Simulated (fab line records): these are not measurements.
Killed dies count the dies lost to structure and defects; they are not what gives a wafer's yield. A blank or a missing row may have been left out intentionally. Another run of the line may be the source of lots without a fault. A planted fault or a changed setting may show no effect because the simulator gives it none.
fab line records -- flow n5Finfet
record lots=11, wafers=33, lastDay=21
route steps=1938 shown BEOL_M11@1537 PASSIVATION@1936
lots with no fault: from the same line, run without faults
startH: start of the lot's first displayed wafer, in hours after the record's first day -- waitH: hours from the lot's prior step to this one -- " the same as in the row above -- L1.1+2: a row that stands for several wafers -- - no value present, or no start provided -- * or withheld: withheld -- < > ~ a bound
route shown NAME@n: names a module that has steps shown in the file, with the first one's number in the route -- usual: mean/standard deviation of fault-free wafers -- same: alike in all rows -- chamber/n: place in a boat -- sites: each site's reading -- _std_site: the standard deviation of these -- _edge_site: outer sites' mean less inner sites' -- radiusMm: for every site, how far away it sits from the centre of the wafer -- mask NAME#n: copy n -- behind: the most recent tool/chamber to have shaped the wafer -- hold: reason for holding the lot/hours on hold/outcome of the hold -- device: which transistor (n, p or np) failed to switch -- end of line: tests run on the same wafers once the route is complete -- a step with no rows: only its recipe -- killed: at the first sort, the dies lost to defects and structure; wafer yield is something else -- map: the dies of a wafer, with x for killed, . for not killed, _ for no die there
set.NAME: the setting the step ran with; set.NAME@STEP: the setting that earlier step ran with -- model.NAME: the simulator's own value behind a step, which no gauge read
steps of the route over a sample of lots; a table a step, a row a wafer
services: from which hour (startH, from the record's first day; less than 0 if before it) a tool's chamber was out of use, for how many hours, and why
## steps
# step N5_BEOL_M11_CURE_71
# recipe tempC=385, timeS=240, ambient=He/Ar, material=SiCOH_lowk
# usual lampPowerPct=52.31/0.054, wafer_temp_C_max=386.7/0.52
lot.wafer,tool,chamber,startH,waitH,lampPowerPct,wafer_temp_C_max
L271.2,uvCure-02,1,250.95,0.1,52.32,387.0
L271.4,uvCure-02,1,250.95,0.1,52.41,386.7
L271.6,uvCure-02,1,250.95,0.1,52.24,387.3
L272.3,uvCure-03,1,255.96,0.2,52.26,387.2
L272.4,uvCure-03,1,255.96,0.2,52.34,386.7
L272.6,uvCure-03,1,255.96,0.2,52.34,386.8
L270.2,uvCure-02,0,267.12,0.2,52.33,386.1
L270.5,uvCure-02,0,267.12,0.2,52.37,387.1
L270.6,uvCure-02,0,267.12,0.2,52.35,386.6
L275.1,uvCure-02,1,283.28,0.0,52.30,387.6
L275.4,uvCure-02,1,283.28,0.0,52.27,386.9
L275.6,uvCure-02,1,283.28,0.0,52.36,386.8
L279.1,uvCure-03,2,304.38,0.0,52.39,386.2
L279.2,uvCure-03,2,304.38,0.0,52.27,387.1
L279.5,uvCure-03,2,304.38,0.0,52.26,386.6
L280.2,uvCure-01,1,333.36,0.1,52.33,386.3
L280.4,uvCure-01,1,333.36,0.1,52.35,386.9
L280.5,uvCure-01,1,333.36,0.1,52.35,386.1
L283.1,uvCure-03,2,347.22,0.0,52.34,386.2
L283.3,uvCure-03,2,347.22,0.0,52.26,385.8
L283.5,uvCure-03,2,347.22,0.0,52.36,386.6
L285.1,uvCure-01,0,351.99,0.0,52.35,386.2
L285.2,uvCure-01,0,351.99,0.0,52.36,386.9
L285.4,uvCure-01,0,351.99,0.0,52.31,386.6
L291.1,uvCure-02,0,411.13,0.4,52.31,386.4
L291.3,uvCure-02,0,411.13,0.4,52.27,386.6
L291.5,uvCure-02,0,411.13,0.4,52.45,386.6
L290.1,uvCure-03,1,422.61,0.1,52.33,386.8
L290.3,uvCure-03,1,422.61,0.1,52.28,386.8
L290.6,uvCure-03,1,422.61,0.1,52.27,386.4
L292.1,uvCure-02,2,438.66,0.0,52.29,387.0
L292.4,uvCure-02,2,438.66,0.0,52.32,386.2
L292.5,uvCure-02,2,438.66,0.0,52.34,386.8
# step N5_BEOL_M11_ETCH_62
# recipe chemistry=N2/H2, target=SOC, targetDepthA=1100, overetchA=220, maskMaterial=SiARC, tempC=40, timeS=165, ionEnergyEv=200, pressureMtorr=30, sourceW=840, biasW=150, n2FlowSccm=200, h2FlowSccm=200
# usual chamberPressureMTorr=29.997/0.029, drypumpMotorCurrentA=5.5/0.32, n2FlowSccm=199.9/0.56, oesProductAu=0.68/0.07, rfVppV=524.1/2.7, showerheadPlenumPTorr=2.55/0.1, throttleValvePct=17.8/0.35
lot.wafer,tool,chamber,startH,waitH,chamberPressureMTorr,drypumpMotorCurrentA,n2FlowSccm,oesProductAu,rfHoursCounterH,rfVppV,showerheadPlenumPTorr,throttleValvePct
L271.2,rieDiel-05,3,253.04,0.0,30.008,5.1,201.2,0.61,207,519.9,2.42,18.5
L271.4,rieDiel-05,0,253.04,0.0,29.984,5.4,199.6,0.77,39,527.3,2.70,17.6
L271.6,rieDiel-05,1,253.04,0.0,30.023,5.6,199.1,0.62,-,523.2,2.51,17.8
L272.3,rieDiel-05,1,258.56,0.0,29.967,5.6,198.5,0.63,190,523.0,2.51,17.7
L272.4,rieDiel-05,3,258.56,0.0,29.998,5.0,199.7,0.61,209,520.2,2.42,18.5
L272.6,rieDiel-05,1,258.56,0.0,29.930,5.7,199.5,0.63,-,523.3,2.51,17.8
L270.2,rieDiel-01,3,269.15,0.0,30.026,5.6,200.1,0.71,70,528.2,2.72,18.2
L270.5,rieDiel-01,3,269.15,0.0,29.996,5.5,199.4,0.72,-,528.5,2.72,18.2
L270.6,rieDiel-01,2,269.15,0.0,29.931,5.7,200.4,0.63,-,524.9,2.55,18.0
L275.1,rieDiel-06,1,286.45,0.0,30.027,5.6,199.8,0.72,66,521.4,2.47,17.7
L275.4,rieDiel-06,2,286.45,0.0,29.991,6.0,199.3,0.61,206,521.3,2.42,18.3
L275.6,rieDiel-06,2,286.45,0.0,30.041,6.0,200.3,0.61,-,520.5,2.42,18.3
L279.1,rieDiel-05,0,305.78,0.0,29.945,5.4,199.9,0.75,56,528.7,2.70,17.7
L279.2,rieDiel-05,3,305.78,0.0,29.973,5.1,199.9,0.60,223,519.3,2.41,18.5
L279.5,rieDiel-05,1,305.78,0.0,30.005,5.6,199.7,0.62,-,523.2,2.51,17.8
L280.2,rieDiel-05,0,336.47,0.0,30.025,5.4,200.0,0.73,65,527.8,2.69,17.6
L280.4,rieDiel-05,2,336.47,0.0,30.032,5.5,200.9,0.78,10,523.6,2.48,17.5
L280.5,rieDiel-05,2,336.47,0.0,29.978,5.5,199.0,0.78,-,523.8,2.48,17.5
L283.1,rieDiel-01,2,350.28,0.0,29.934,5.7,200.3,0.62,198,522.3,2.54,18.1
L283.3,rieDiel-01,1,350.28,0.0,30.016,5.6,200.1,0.75,31,526.5,2.57,17.6
L283.5,rieDiel-01,0,350.28,0.0,29.988,5.2,200.1,0.75,-,525.1,2.57,17.3
L285.1,rieDiel-01,1,354.55,0.0,29.975,5.6,200.2,0.75,33,525.6,2.57,17.6
L285.2,rieDiel-01,2,354.55,0.0,29.997,5.7,199.6,0.61,200,522.9,2.54,18.1
L285.4,rieDiel-01,3,354.55,0.0,29.995,5.6,199.9,0.68,95,526.8,2.71,18.3
L291.1,rieDiel-06,3,413.24,0.0,29.971,6.4,199.5,0.61,242,520.7,2.38,17.5
L291.3,rieDiel-06,2,413.24,0.0,30.034,6.0,199.5,0.58,241,519.6,2.41,18.4
L291.5,rieDiel-06,3,413.24,0.0,29.996,6.4,200.5,0.60,-,518.6,2.38,17.5
L290.1,rieDiel-05,1,426.44,0.0,30.025,5.6,200.8,0.59,240,522.4,2.49,17.8
L290.3,rieDiel-05,2,426.44,0.0,29.942,5.5,199.5,0.74,34,522.2,2.47,17.5
L290.6,rieDiel-05,2,426.44,0.0,29.992,5.5,199.2,0.74,-,523.3,2.47,17.5
L292.1,rieDiel-05,2,442.16,0.0,29.997,5.5,199.5,0.73,39,521.6,2.47,17.5
L292.4,rieDiel-05,3,442.16,0.0,30.040,5.1,200.4,0.82,4,527.5,2.72,18.2
L292.5,rieDiel-05,0,442.16,0.0,29.953,5.4,199.4,0.70,-,527.7,2.68,17.7
# step N5_BEOL_M11_CD_MEAS_18
# recipe pitchNm=140, targetCdNm=70
# usual cdNm=70.0/0.78
lot.wafer,tool,chamber,startH,waitH,cdNm
L271.2,cdSem-02,-,253.53,0.1,69.9
L271.4,cdSem-02,-,253.53,0.1,70.8
L271.6,cdSem-02,-,253.53,0.1,69.8
L272.3,cdSem-02,-,258.93,0.1,70.3
L272.4,cdSem-02,-,258.93,0.1,71.2
L272.6,cdSem-02,-,258.93,0.1,70.5
L270.2,cdSem-03,-,269.52,0.1,69.2
L270.5,cdSem-03,-,269.52,0.1,69.2
L270.6,cdSem-03,-,269.52,0.1,69.5
L275.1,cdSem-02,-,286.81,0.0,69.9
L275.4,cdSem-02,-,286.81,0.0,70.3
L275.6,cdSem-02,-,286.81,0.0,70.1
L279.1,cdSem-03,-,306.14,0.0,70.3
L279.2,cdSem-03,-,306.14,0.0,70.1
L279.5,cdSem-03,-,306.14,0.0,70.3
L280.2,cdSem-03,-,336.88,0.1,69.9
L280.4,cdSem-03,-,336.88,0.1,71.1
L280.5,cdSem-03,-,336.88,0.1,71.9
L283.1,cdSem-02,-,350.68,0.0,70.8
L283.3,cdSem-02,-,350.68,0.0,70.2
L283.5,cdSem-02,-,350.68,0.0,70.5
L285.1,cdSem-03,-,354.92,0.0,70.5
L285.2,cdSem-03,-,354.92,0.0,69.4
L285.4,cdSem-03,-,354.92,0.0,69.9
L291.1,cdSem-01,-,413.61,0.0,70.0
L291.3,cdSem-01,-,413.61,0.0,71.3
L291.5,cdSem-01,-,413.61,0.0,69.4
L290.1,cdSem-01,-,426.93,0.0,69.6
L290.3,cdSem-01,-,426.93,0.0,71.1
L290.6,cdSem-01,-,426.93,0.0,69.8
L292.1,cdSem-01,-,442.52,0.0,71.2
L292.4,cdSem-01,-,442.52,0.0,69.6
L292.5,cdSem-01,-,442.52,0.0,71.9
# step N5_BEOL_M11_COAT_63
# recipe resist=SOC, tempC=250, timeS=60, spinRpm=1500, resistThkNm=100
# usual dispensePressureKPa=49/4.2, heaterPowerTotalW=500.5/1.7, plateTempC=250.01/0.19
lot.wafer,tool,chamber,startH,waitH,dispensePressureKPa,heaterPowerTotalW,plateTempC
L271.2,lithoTrack-01,0,253.63,0.1,49,501.7,249.83
L271.4,lithoTrack-01,0,253.63,0.1,49,500.9,250.07
L271.6,lithoTrack-01,0,253.63,0.1,49,498.6,250.20
L272.3,lithoTrack-01,0,263.09,4.2,49,502.6,249.96
L272.4,lithoTrack-01,0,263.09,4.2,49,499.7,250.12
L272.6,lithoTrack-01,0,263.09,4.2,49,500.0,250.01
L270.2,lithoTrack-04,0,271.49,2.0,44,498.5,249.96
L270.5,lithoTrack-04,0,271.49,2.0,44,502.5,250.05
L270.6,lithoTrack-04,0,271.49,2.0,44,498.0,249.86
L275.1,lithoTrack-01,0,287.03,0.2,49,499.5,249.89
L275.4,lithoTrack-01,0,287.03,0.2,49,502.5,249.94
L275.6,lithoTrack-01,0,287.03,0.2,49,501.0,250.01
L279.1,lithoTrack-04,0,308.75,2.6,44,500.4,249.67
L279.2,lithoTrack-04,0,308.75,2.6,44,503.0,250.00
L279.5,lithoTrack-04,0,308.75,2.6,44,499.4,249.70
L280.2,lithoTrack-01,0,338.22,1.3,50,821.5,263.91
L280.4,lithoTrack-01,0,338.22,1.3,49,822.9,263.96
L280.5,lithoTrack-01,0,338.22,1.3,49,825.0,264.01
L283.1,lithoTrack-01,0,352.81,2.1,50,823.5,264.16
L283.3,lithoTrack-01,0,352.81,2.1,49,824.1,264.11
L283.5,lithoTrack-01,0,352.81,2.1,49,823.2,264.28
L285.1,lithoTrack-01,0,355.34,0.4,49,823.2,263.98
L285.2,lithoTrack-01,0,355.34,0.4,49,824.9,263.89
L285.4,lithoTrack-01,0,355.34,0.4,50,823.1,264.21
L291.1,lithoTrack-01,0,417.15,3.5,49,501.9,250.13
L291.3,lithoTrack-01,0,417.15,3.5,49,500.7,250.15
L291.5,lithoTrack-01,0,417.15,3.5,49,500.2,250.39
L290.1,lithoTrack-01,0,426.97,0.0,49,497.9,249.68
L290.3,lithoTrack-01,0,426.97,0.0,49,498.0,249.69
L290.6,lithoTrack-01,0,426.97,0.0,49,502.0,249.71
L292.1,lithoTrack-01,0,445.79,3.3,49,499.2,249.97
L292.4,lithoTrack-01,0,445.79,3.3,49,502.3,250.08
L292.5,lithoTrack-01,0,445.79,3.3,49,502.1,250.02
# step N5_PASSIVATION_PROBE_49
# usual defectLimitedYield=91.2/1.5, killed_at_M0_to_M3=35/12, killed_at_M4_up=14/5.1, killedAtContacts=13/6, killedAtFrontEnd=38/12, killedAtOther=4/3.5, killedDies=104/18, killedOpen=68/13, killedShort=33/8.1, sort_bin_5_function=5.2/1, sort_bin_6_memory=3.2/0.69, sort_bin_8_speed=0.01/0.051, sortNPass=1076/18, sortYieldPct=91.2/1.5
# same grossDies=1180, killedAtBackSide=0, sort_bin_4_leakage[%]=0
lot.wafer,tool,chamber,startH,waitH,defectLimitedYield[%],killed_at_M0_to_M3,killed_at_M4_up,killedAtContacts,killedAtFrontEnd,killedAtOther,killedDies,killedOpen,killedShort,sort_bin_5_function[%],sort_bin_6_memory[%],sort_bin_8_speed[%],sortNPass,sortYieldPct[%]
L283.1,prober-02,-,403.22,0.0,92.5,34,11,6,31,7,89,58,29,4.7,2.5,0,1091,92.5
# killed by level:class
L283.1 BEOL_M2:geometricParticle:open=12 BEOL_M3:geometricParticle:open=8 MOL_CONTACT_COAG:geometricParticle:open=6 STARTING-WAFER:geometricParticle:open=5 GATE_CUT:geometricParticle:open=4 GATE_CUT:geometricParticle:short=4 PAD_METAL:geometricParticle:short=4 STARTING-WAFER:geometricParticle:short=4
## services
tool,chamber,startH,hours,kind
uvCure-03,-,243.89,0.8,repair
rieDiel-01,2,245.04,7.4,repair
rieDiel-06,3,253.95,6.9,repair
uvCure-01,-,261.43,0.4,repair
uvCure-03,-,262.44,5.0,pm
rieDiel-05,2,269.89,-,clean
rieDiel-05,2,269.89,-,consumableReplace:focusRing
rieDiel-05,2,269.89,29.1,scheduledDown
rieDiel-05,2,269.89,29.1,ventCycle
uvCure-01,-,284.65,1.0,pm
rieDiel-06,-,285.04,0.6,repair
rieDiel-05,-,299.85,2.8,pm
rieDiel-06,2,302.75,5.4,repair
rieDiel-06,-,327.61,1.9,repair
rieDiel-06,3,331.79,18.0,repair
rieDiel-06,1,344.77,6.9,repair
uvCure-01,-,367.42,2.8,pm
rieDiel-05,0,376.44,12.7,repair
uvCure-03,-,376.79,2.8,pm
uvCure-03,-,387.80,0.7,repair
rieDiel-05,3,407.75,-,clean
rieDiel-05,3,407.75,-,consumableReplace:focusRing
rieDiel-01,1,410.33,9.9,repair
rieDiel-05,-,443.61,2.3,repair
## key
firstSign step=N5_BEOL_M11_COAT_63, reading=heaterPowerTotalW, direction=up, sigmas=99+, usual=*, struck=*
effect step=N5_BEOL_M11_COAT_63, reading=plateTempC, direction=up, sigmas=74, usual=*, struck=*
metAt N5_BEOL_M11_COAT_63
struckLots L280,L283,L285
notActingAt N5_BEOL_M11_CURE_71,N5_BEOL_M11_ETCH_62,N5_BEOL_M11_CD_MEAS_18
onsetBetween 287.03 338.22
fault kind=processParameterDrift, tool=lithoTrack-01, chamber=-, onsetH=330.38, steps=N5_BEOL_M11_COAT_63, channel=tempC, offset=*, shape=step, endH=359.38, actsIn=*, stated=*
